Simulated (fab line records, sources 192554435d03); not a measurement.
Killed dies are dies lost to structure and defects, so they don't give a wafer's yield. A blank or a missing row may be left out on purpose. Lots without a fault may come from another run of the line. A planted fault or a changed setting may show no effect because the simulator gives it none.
fab line records | flow n5_finfet | part 2 of 2: steps 27 to 32 of 32
record lots=5 wafers=15 last_day=19
route steps=1938 shown MOL_CONTACT_COAG@625 BEOL_M0_SAQP@632
lots that met no fault: from a run of the same line without faults
start_h: hours from the record's first day to the start of the lot's first wafer shown | wait_h: hours since the lot's step before | " the same as in the row above | L1.1+2: a row that stands for several wafers | - no value, or no start given | * or withheld: withheld | < > ~ a bound
route shown NAME@n: a module of which the file shows steps, and the number in the route of the first | usual: mean/standard deviation of fault-free wafers | same: alike in all rows | chamber/n: place in a boat | sites: the reading at each site | _std_site: their standard deviation | _edge_site: outer sites' mean less inner sites' | radius_mm: how far each site lies from the wafer's centre | mask NAME#n: copy n | behind: the tool/chamber that last shaped the wafer | hold: why the lot was held/for how many hours/how that ended | device: the transistor (n, p or np) that didn't switch | end of line: the same wafers' tests at the end of the route | a step without rows: its recipe alone | killed: dies lost to structure and defects at the first sort, not the wafer's yield | map: a wafer's dies, x killed, . not, _ none there
set.NAME: the setting as run; set.NAME@STEP: as run at that earlier step | model.NAME: the simulator's own value behind a step, which no gauge read
lots at some steps of the route; a table a step, a row a wafer
services: from which hour (start_h, from the record's first day; less than 0 if before it) a tool's chamber was out of use, for how many hours, and why
## steps
# step N5_BEOL_M0_SAQP_DESCUM_19
# recipe chemistry=O2 time_s=7.9 source_power_w=50 bias_power_w=20 pressure_mtorr=20 rf_frequency_hz=2.712e+07 temp_c=40 resist=CAR-ArF o2_flow_sccm=225
# usual bias_power_w=19.99/0.059 drypump_motor_current_A=5.6/0.36 o2_flow_sccm=225.1/0.74 oes_product_au=0.77/0.088 rf_vpp_V=242.7/1.6 showerhead_plenum_p_Torr=2.06/0.085 throttle_valve_pct=20.42/0.28
# columns lot.wafer tool chamber start_h wait_h bias_power_w drypump_motor_current_A o2_flow_sccm oes_product_au rf_hours_counter_h rf_vpp_V showerhead_plenum_p_Torr throttle_valve_pct
L083.2 rie_diel-05 1 169.30 0.0 20.02 5.4 225.7 0.74 145 242.1 2.09 20.31
L083.3 " 3 " " 19.96 5.7 225.4 0.68 237 244.8 2.15 20.87
L083.6 " 2 " " 20.06 5.2 224.8 0.76 - 242.0 2.01 20.95
L086.1 rie_diel-02 2 180.14 0.0 19.87 6.1 226.2 0.77 145 245.3 2.18 20.03
L086.2 " 1 " " 19.97 5.8 226.0 0.95 7 244.5 2.14 20.25
L086.6 " 2 " " 19.87 6.1 224.5 0.77 - 245.9 2.18 20.04
L088.1 rie_diel-06 0 191.92 0.0 19.98 5.9 225.2 0.73 192 242.3 1.99 20.61
L088.2 " 3 " " 19.97 5.7 225.0 0.69 219 242.2 2.05 20.83
L088.4 " 1 " " 20.01 5.6 225.2 0.93 15 243.3 2.05 20.45
L090.2 rie_diel-02 1 203.64 0.0 19.99 5.8 224.9 0.92 13 244.4 2.14 20.25
L090.3 " 3 " " 20.00 5.1 225.4 0.79 115 238.0 1.93 20.36
L090.5 " 1 " " 19.95 5.8 225.5 0.92 - 244.6 2.14 20.26
L095.1 rie_diel-02 0 231.06 0.0 19.87 5.1 224.4 0.74 186 243.6 2.17 20.19
L095.3 " 1 " " 19.98 5.9 225.1 0.92 18 243.5 2.14 20.26
L095.4 " 3 " " 20.05 5.2 224.1 0.80 120 241.7 1.93 20.33
# step N5_BEOL_M0_SAQP_ETCH_83
# recipe chemistry=CF4 target=SiARC target_depth_a=390 mask_material=CAR-ArF time_s=65 ion_energy_ev=80 pressure_mtorr=40 source_w=545 bias_w=36 Ar_flow_sccm=100 cf4_flow_sccm=100 ends=cleared
# usual drypump_motor_current_A=5.6/0.36 etch_rf_on_time_s=64.8/1 oes_product_au=0.66/0.076 rf_vpp_V=183.6/1.3 showerhead_plenum_p_Torr=2.12/0.082 throttle_valve_pct=15.66/0.26
# columns lot.wafer tool chamber start_h wait_h drypump_motor_current_A etch_rf_on_time_s oes_product_au rf_hours_counter_h rf_vpp_V showerhead_plenum_p_Torr throttle_valve_pct
L083.2 rie_diel-05 1 169.33 0.0 5.4 64.6 0.64 145 184.0 2.14 15.53
L083.3 " 3 " " 5.7 67.5 0.59 237 185.0 2.20 16.07
L083.6 " 2 " " 5.2 64.5 0.66 - 182.1 2.06 16.04
L086.1 rie_diel-02 2 180.18 0.0 6.1 64.3 0.65 145 185.8 2.23 15.33
L086.2 " 1 " " 5.8 63.7 0.81 7 185.6 2.20 15.39
L086.6 " 2 " " 6.1 64.1 0.66 - 183.0 2.23 15.32
L088.1 rie_diel-06 0 191.95 0.0 5.9 65.4 0.62 192 181.8 2.05 15.83
L088.2 " 3 " " 5.7 65.1 0.59 219 181.8 2.12 16.12
L088.4 " 1 " " 5.6 63.5 0.80 15 183.0 2.10 15.55
L090.2 rie_diel-02 1 203.68 0.0 5.8 63.2 0.81 13 183.5 2.19 15.41
L090.3 " 3 " " 5.1 63.3 0.68 115 181.3 1.99 15.58
L090.5 " 1 " " 5.8 64.3 0.80 - 185.0 2.19 15.37
L095.1 rie_diel-02 0 231.10 0.0 5.1 65.1 0.63 186 186.3 2.22 15.48
L095.3 " 1 " " 5.8 64.0 0.79 18 184.7 2.19 15.41
L095.4 " 3 " " 5.1 63.3 0.68 120 182.0 1.99 15.59
# step N5_BEOL_M0_SAQP_ETCH_84
# recipe chemistry=N2/H2 target=SOC target_depth_a=1000 overetch_a=200 mask_material=SiARC temp_c=40 time_s=150 ion_energy_ev=200 pressure_mtorr=30 source_w=840 bias_w=150 n2_flow_sccm=200 h2_flow_sccm=200
# usual drypump_motor_current_A=5.6/0.36 oes_product_au=0.69/0.075 rf_vpp_V=523.0/2.9 showerhead_plenum_p_Torr=2.51/0.1 throttle_valve_pct=17.90/0.29
# columns lot.wafer tool chamber start_h wait_h drypump_motor_current_A oes_product_au rf_hours_counter_h rf_vpp_V showerhead_plenum_p_Torr throttle_valve_pct
L083.2 rie_diel-05 1 169.38 0.0 5.4 0.67 145 523.9 2.54 17.68
L083.3 " 3 " " 5.7 0.62 237 525.8 2.61 18.31
L083.6 " 2 " " 5.2 0.68 - 522.0 2.45 18.45
L086.1 rie_diel-02 2 180.23 0.0 6.1 0.68 146 526.3 2.66 17.57
L086.2 " 1 " " 5.8 0.85 7 524.9 2.61 17.72
L086.6 " 2 " " 6.1 0.68 - 528.2 2.66 17.58
L088.1 rie_diel-06 0 192.00 0.0 5.9 0.65 192 521.4 2.43 18.15
L088.2 " 3 " " 5.7 0.62 219 523.1 2.51 18.31
L088.4 " 1 " " 5.6 0.82 15 522.8 2.49 17.88
L090.2 rie_diel-02 1 203.73 0.0 5.8 0.84 13 524.7 2.60 17.73
L090.3 " 3 " " 5.2 0.71 115 517.6 2.35 17.72
L090.5 " 1 " " 5.8 0.84 - 525.2 2.60 17.74
L095.1 rie_diel-02 0 231.15 0.0 5.1 0.67 186 525.3 2.64 17.59
L095.3 " 1 " " 5.8 0.81 18 525.8 2.60 17.74
L095.4 " 3 " " 5.2 0.70 120 517.8 2.35 17.72
# step N5_BEOL_M0_SAQP_STRIP_80
# recipe chemistry=N2/H2 temp_c=40 n2_flow_sccm=200 h2_flow_sccm=200 rf_frequency_hz=6e+07
# columns lot.wafer tool chamber start_h wait_h
L083.2+3+6 rie_diel-05 1,3,2 169.48 0.0
L086.1+2+6 rie_diel-02 2,1,2 180.32 0.0
L088.1+2+4 rie_diel-06 0,3,1 192.10 0.0
L090.2+3+5 rie_diel-02 1,3,1 203.83 0.0
L095.1+3+4 rie_diel-02 0,1,3 231.24 0.0
# step N5_BEOL_M0_SAQP_HM_OPEN_112
# recipe chemistry=CHF3/O2 target=SiO2 stop_on=a-Si target_depth_a=120 over_etch_frac=1.25 mask_material=SOC time_s=13.5 pressure_mtorr=30 source_w=650 bias_w=170 Ar_flow_sccm=200 CHF3_flow_sccm=50 O2_flow_sccm=5 ion_energy_ev=200 ends=end_point
# usual O2_flow_sccm=5.002/0.015 drypump_motor_current_A=5.6/0.36 oes_product_au=0.50/0.054 rf_vpp_V=524/6.5 showerhead_plenum_p_Torr=2.38/0.093 throttle_valve_pct=18.88/0.27
# columns lot.wafer tool chamber start_h wait_h O2_flow_sccm drypump_motor_current_A oes_product_au rf_hours_counter_h rf_vpp_V showerhead_plenum_p_Torr throttle_valve_pct
L083.2 rie_diel-05 1 169.49 0.0 4.978 5.4 0.49 145 517 2.40 18.67
L083.3 " 3 " " 4.989 5.7 0.46 237 526 2.47 19.27
L083.6 " 2 " " 5.011 5.2 0.50 - 518 2.32 19.30
L086.1 rie_diel-02 2 180.33 0.0 4.995 6.1 0.50 146 533 2.51 18.53
L086.2 " 1 " " 5.005 5.9 0.62 7 525 2.47 18.65
L086.6 " 2 " " 4.976 6.1 0.50 - 534 2.51 18.51
L088.1 rie_diel-06 0 192.11 0.0 5.002 5.9 0.47 192 524 2.30 19.06
L088.2 " 3 " " 5.035 5.7 0.45 220 526 2.39 19.35
L088.4 " 1 " " 5.027 5.6 0.60 16 517 2.36 18.86
L090.2 rie_diel-02 1 203.84 0.0 5.018 5.9 0.60 13 525 2.47 18.66
L090.3 " 3 " " 4.978 5.2 0.52 115 514 2.23 18.81
L090.5 " 1 " " 5.033 5.9 0.60 - 523 2.47 18.67
L095.1 rie_diel-02 0 231.25 0.0 4.999 5.1 0.49 186 535 2.50 18.68
L095.3 " 1 " " 5.039 5.8 0.59 18 523 2.47 18.67
L095.4 " 3 " " 5.017 5.2 0.51 120 517 2.23 18.81
# step N5_BEOL_M0_SAQP_STRIP_113
# recipe chemistry=CHF3/O2 resist=SiARC rf_frequency_hz=6e+07
# columns lot.wafer tool chamber start_h wait_h
L083.2+3+6 rie_diel-05 1,3,2 169.54 0.0
L086.1+2+6 rie_diel-02 2,1,2 180.38 0.0
L088.1+2+4 rie_diel-06 0,3,1 192.16 0.0
L090.2+3+5 rie_diel-02 1,3,1 203.89 0.0
L095.1+3+4 rie_diel-02 0,1,3 231.31 0.0
## services
# columns tool chamber start_h hours kind
rie_diel-05 3 137.84 4.4 repair
pecvd-02 - 137.96 0.3 repair
cmp-02 - 139.71 4.4 repair
arfi_scanner-01 - 140.71 0.7 repair
pecvd-01 0 152.14 2.2 repair
arfi_scanner-01 - 152.21 4.9 pm
cmp-04 - 157.47 4.9 pm
arfi_scanner-01 - 161.00 1.0 pm
cmp-04 - 163.90 4.0 pm
arfi_scanner-03 - 165.47 1.3 pm
rie_diel-02 0 167.44 8.3 repair
arfi_scanner-03 - 172.96 0.8 pm
arfi_scanner-02 - 173.46 0.5 repair
arfi_scanner-02 - 175.16 1.3 pm
rie_diel-05 - 180.15 0.6 repair
arfi_scanner-03 - 187.97 0.7 repair
pecvd-01 - 190.56 14.6 pm
pecvd-02 - 207.61 0.5 repair
cmp-01 - 207.98 2.1 repair
cmp-01 - 212.89 0.4 repair
pecvd-01 1 216.06 12.8 repair
rie_diel-06 2 218.65 12.9 repair
pecvd-01 - 228.73 2.5 repair
pecvd-01 - 231.27 2.8 pm
